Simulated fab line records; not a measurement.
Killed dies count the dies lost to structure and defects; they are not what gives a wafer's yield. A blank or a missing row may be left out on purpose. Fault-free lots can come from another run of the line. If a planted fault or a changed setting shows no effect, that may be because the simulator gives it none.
Lot-split experiment || flow n5-finfet || 39 wafers read from 7 lots, route of 1938 steps

## ON THE SPLIT
At N5_BEOL_M2_ILD_DEP_00 (deposits SiOC from DEMS/O2, target thk 79 nm, time 15.3 s), the setting target-thk-a was moved away from the recipe's 790 angstrom on 18 of the 39 wafers read, by -47.7% to +25.8%. This setting was run at the recipe's value on the other wafers.

Between the split and the reading, the file records no step.

## THE READING
M2_ILD_THK (nm), taken at N5_BEOL_M2_THK_MEAS_01. On this fab line, fault-free wafers typically give 79.3 nm with a standard deviation of 1 nm.

{"wafer": "L074.1", "tool, chamber at the split": "pecvd-02, 2", "target-thk-a as run, angstrom": 790, "against the recipe": "recipe", "M2_ILD_THK, nm": 77.5, "against lot-mates on the recipe": "-"}
{"wafer": "L074.5", "tool, chamber at the split": "pecvd-02, 1", "target-thk-a as run, angstrom": 790, "against the recipe": "recipe", "M2_ILD_THK, nm": 79.5, "against lot-mates on the recipe": "-"}
{"wafer": "L074.6", "tool, chamber at the split": "pecvd-02, 0", "target-thk-a as run, angstrom": 790, "against the recipe": "recipe", "M2_ILD_THK, nm": 80.1, "against lot-mates on the recipe": "-"}
{"wafer": "L076.1", "tool, chamber at the split": "pecvd-03, 0", "target-thk-a as run, angstrom": 413.2, "against the recipe": "-47.7%", "M2_ILD_THK, nm": 42.2, "against lot-mates on the recipe": -38.4}
{"wafer": "L076.2", "tool, chamber at the split": "pecvd-03, 2", "target-thk-a as run, angstrom": 413.2, "against the recipe": "-47.7%", "M2_ILD_THK, nm": 41.6, "against lot-mates on the recipe": -39.0}
{"wafer": "L076.3", "tool, chamber at the split": "pecvd-03, 1", "target-thk-a as run, angstrom": 790, "against the recipe": "recipe", "M2_ILD_THK, nm": 80.1, "against lot-mates on the recipe": "-"}
{"wafer": "L076.4", "tool, chamber at the split": "pecvd-03, 0", "target-thk-a as run, angstrom": 413.2, "against the recipe": "-47.7%", "M2_ILD_THK, nm": 42.3, "against lot-mates on the recipe": -38.3}
{"wafer": "L076.5", "tool, chamber at the split": "pecvd-03, 2", "target-thk-a as run, angstrom": 790, "against the recipe": "recipe", "M2_ILD_THK, nm": 79.6, "against lot-mates on the recipe": "-"}
{"wafer": "L076.6", "tool, chamber at the split": "pecvd-03, 1", "target-thk-a as run, angstrom": 790, "against the recipe": "recipe", "M2_ILD_THK, nm": 82.0, "against lot-mates on the recipe": "-"}
{"wafer": "L077.1", "tool, chamber at the split": "pecvd-02, 0", "target-thk-a as run, angstrom": 437.8, "against the recipe": "-44.6%", "M2_ILD_THK, nm": 45.1, "against lot-mates on the recipe": -34.8}
{"wafer": "L077.2", "tool, chamber at the split": "pecvd-02, 2", "target-thk-a as run, angstrom": 790, "against the recipe": "recipe", "M2_ILD_THK, nm": 78.8, "against lot-mates on the recipe": "-"}
{"wafer": "L077.3", "tool, chamber at the split": "pecvd-02, 1", "target-thk-a as run, angstrom": 437.8, "against the recipe": "-44.6%", "M2_ILD_THK, nm": 44.7, "against lot-mates on the recipe": -35.2}
{"wafer": "L077.4", "tool, chamber at the split": "pecvd-02, 1", "target-thk-a as run, angstrom": 437.8, "against the recipe": "-44.6%", "M2_ILD_THK, nm": 45.6, "against lot-mates on the recipe": -34.3}
{"wafer": "L077.5", "tool, chamber at the split": "pecvd-02, 0", "target-thk-a as run, angstrom": 790, "against the recipe": "recipe", "M2_ILD_THK, nm": 81.3, "against lot-mates on the recipe": "-"}
{"wafer": "L077.6", "tool, chamber at the split": "pecvd-02, 2", "target-thk-a as run, angstrom": 790, "against the recipe": "recipe", "M2_ILD_THK, nm": 79.7, "against lot-mates on the recipe": "-"}
{"wafer": "L078.1", "tool, chamber at the split": "pecvd-04, 2", "target-thk-a as run, angstrom": 790, "against the recipe": "recipe", "M2_ILD_THK, nm": 79.1, "against lot-mates on the recipe": "-"}
{"wafer": "L078.2", "tool, chamber at the split": "pecvd-04, 0", "target-thk-a as run, angstrom": 790, "against the recipe": "recipe", "M2_ILD_THK, nm": 78.8, "against lot-mates on the recipe": "-"}
{"wafer": "L078.3", "tool, chamber at the split": "pecvd-04, 1,0", "target-thk-a as run, angstrom": 505.2, "against the recipe": "-36.1%", "M2_ILD_THK, nm": 51.5, "against lot-mates on the recipe": -27.8}
{"wafer": "L078.4", "tool, chamber at the split": "pecvd-04, 2", "target-thk-a as run, angstrom": 790, "against the recipe": "recipe", "M2_ILD_THK, nm": 80.1, "against lot-mates on the recipe": "-"}
{"wafer": "L078.5", "tool, chamber at the split": "pecvd-04, 1", "target-thk-a as run, angstrom": 505.2, "against the recipe": "-36.1%", "M2_ILD_THK, nm": 50.7, "against lot-mates on the recipe": -28.6}
{"wafer": "L078.6", "tool, chamber at the split": "pecvd-04, 1,0", "target-thk-a as run, angstrom": 505.2, "against the recipe": "-36.1%", "M2_ILD_THK, nm": 51.4, "against lot-mates on the recipe": -27.9}
{"wafer": "L093.1", "tool, chamber at the split": "pecvd-04, 2", "target-thk-a as run, angstrom": 790, "against the recipe": "recipe", "M2_ILD_THK, nm": 78.0, "against lot-mates on the recipe": "-"}
{"wafer": "L093.2", "tool, chamber at the split": "pecvd-04, 0", "target-thk-a as run, angstrom": 790, "against the recipe": "recipe", "M2_ILD_THK, nm": 78.8, "against lot-mates on the recipe": "-"}
{"wafer": "L093.3", "tool, chamber at the split": "pecvd-04, 1", "target-thk-a as run, angstrom": 994.1, "against the recipe": "+25.8%", "M2_ILD_THK, nm": 98.4, "against lot-mates on the recipe": "+19.8"}
{"wafer": "L093.4", "tool, chamber at the split": "pecvd-04, 2", "target-thk-a as run, angstrom": 790, "against the recipe": "recipe", "M2_ILD_THK, nm": 79.0, "against lot-mates on the recipe": "-"}
{"wafer": "L093.5", "tool, chamber at the split": "pecvd-04, 0", "target-thk-a as run, angstrom": 994.1, "against the recipe": "+25.8%", "M2_ILD_THK, nm": 100.2, "against lot-mates on the recipe": "+21.6"}
{"wafer": "L093.6", "tool, chamber at the split": "pecvd-04, 1", "target-thk-a as run, angstrom": 994.1, "against the recipe": "+25.8%", "M2_ILD_THK, nm": 99.5, "against lot-mates on the recipe": "+20.9"}
{"wafer": "L096.1", "tool, chamber at the split": "pecvd-03, 2", "target-thk-a as run, angstrom": 647.9, "against the recipe": "-18.0%", "M2_ILD_THK, nm": 64.2, "against lot-mates on the recipe": -15.6}
{"wafer": "L096.2", "tool, chamber at the split": "pecvd-03, 1,0", "target-thk-a as run, angstrom": 647.9, "against the recipe": "-18.0%", "M2_ILD_THK, nm": 65.1, "against lot-mates on the recipe": -14.7}
{"wafer": "L096.3", "tool, chamber at the split": "pecvd-03, 1,0", "target-thk-a as run, angstrom": 647.9, "against the recipe": "-18.0%", "M2_ILD_THK, nm": 64.9, "against lot-mates on the recipe": -14.9}
{"wafer": "L096.4", "tool, chamber at the split": "pecvd-03, 2", "target-thk-a as run, angstrom": 790, "against the recipe": "recipe", "M2_ILD_THK, nm": 78.5, "against lot-mates on the recipe": "-"}
{"wafer": "L096.5", "tool, chamber at the split": "pecvd-03, 0", "target-thk-a as run, angstrom": 790, "against the recipe": "recipe", "M2_ILD_THK, nm": 80.9, "against lot-mates on the recipe": "-"}
{"wafer": "L096.6", "tool, chamber at the split": "pecvd-03, 1", "target-thk-a as run, angstrom": 790, "against the recipe": "recipe", "M2_ILD_THK, nm": 80.1, "against lot-mates on the recipe": "-"}
{"wafer": "L097.1", "tool, chamber at the split": "pecvd-02, 0", "target-thk-a as run, angstrom": 503.9, "against the recipe": "-36.2%", "M2_ILD_THK, nm": 50.4, "against lot-mates on the recipe": -27.9}
{"wafer": "L097.2", "tool, chamber at the split": "pecvd-02, 2", "target-thk-a as run, angstrom": 790, "against the recipe": "recipe", "M2_ILD_THK, nm": 77.2, "against lot-mates on the recipe": "-"}
{"wafer": "L097.3", "tool, chamber at the split": "pecvd-02, 1", "target-thk-a as run, angstrom": 790, "against the recipe": "recipe", "M2_ILD_THK, nm": 78.5, "against lot-mates on the recipe": "-"}
{"wafer": "L097.4", "tool, chamber at the split": "pecvd-02, 0", "target-thk-a as run, angstrom": 503.9, "against the recipe": "-36.2%", "M2_ILD_THK, nm": 51.1, "against lot-mates on the recipe": -27.2}
{"wafer": "L097.5", "tool, chamber at the split": "pecvd-02, 1", "target-thk-a as run, angstrom": 790, "against the recipe": "recipe", "M2_ILD_THK, nm": 79.2, "against lot-mates on the recipe": "-"}
{"wafer": "L097.6", "tool, chamber at the split": "pecvd-02, 2", "target-thk-a as run, angstrom": 503.9, "against the recipe": "-36.2%", "M2_ILD_THK, nm": 49.1, "against lot-mates on the recipe": -29.2}
The file does not say which wafer passed through which chamber wherever a row lists several chambers: such a row stands for several wafers.

FIT RESULTS
A straight line over all 39 wafers: M2_ILD_THK changes by +0.781 nm for each +1% of target-thk-a; r = +1.00; the points scatter about the line by 1 nm.
The same after taking each lot's own level away (the mean of its wafers on the recipe; 39 wafers): +0.792 nm for each +1%; r = +1.00; scatter 0.88 nm.
That fit puts the effect of the largest move of target-thk-a on the reading at 38 nm.
Measured against the standard deviation above, the lots' own levels, which go from 78.30 to 80.57 nm, span 2.3 times it.
Consequently the slope shifts little with the lot-to-lot level, the two slopes agreeing.
Check: -37.7 nm against its lot-mates is what the line predicts for one of the wafers moved furthest among these (-47.7%) when that wafer is left out of the fit. It came out at -38.4 nm against them.

## THE WHOLE CHAIN: every reading that the file lists as answering this split, in the file's order
{"step": "N5_BEOL_M2_ILD_DEP_00", "what it does": "deposits SiOC from DEMS/O2, target thk 79 nm, time 15.3 s", "reading": "SiOC_of_BEOL_M2_ILD_DEP_00.thk-nm (the simulator's own value, which no gauge read)", "change (the file's fit)": "+0.792 nm for each +1% of the setting", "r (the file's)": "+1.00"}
{"step": "N5_BEOL_M2_THK_MEAS_01", "what it does": "", "reading": "M2_ILD_THK", "change (the file's fit)": "+0.792 for each +1% of the setting", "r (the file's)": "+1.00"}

## FILE'S OWN FIT
M2_ILD_THK changes by +0.792 nm for each +1% of target-thk-a, r = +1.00.
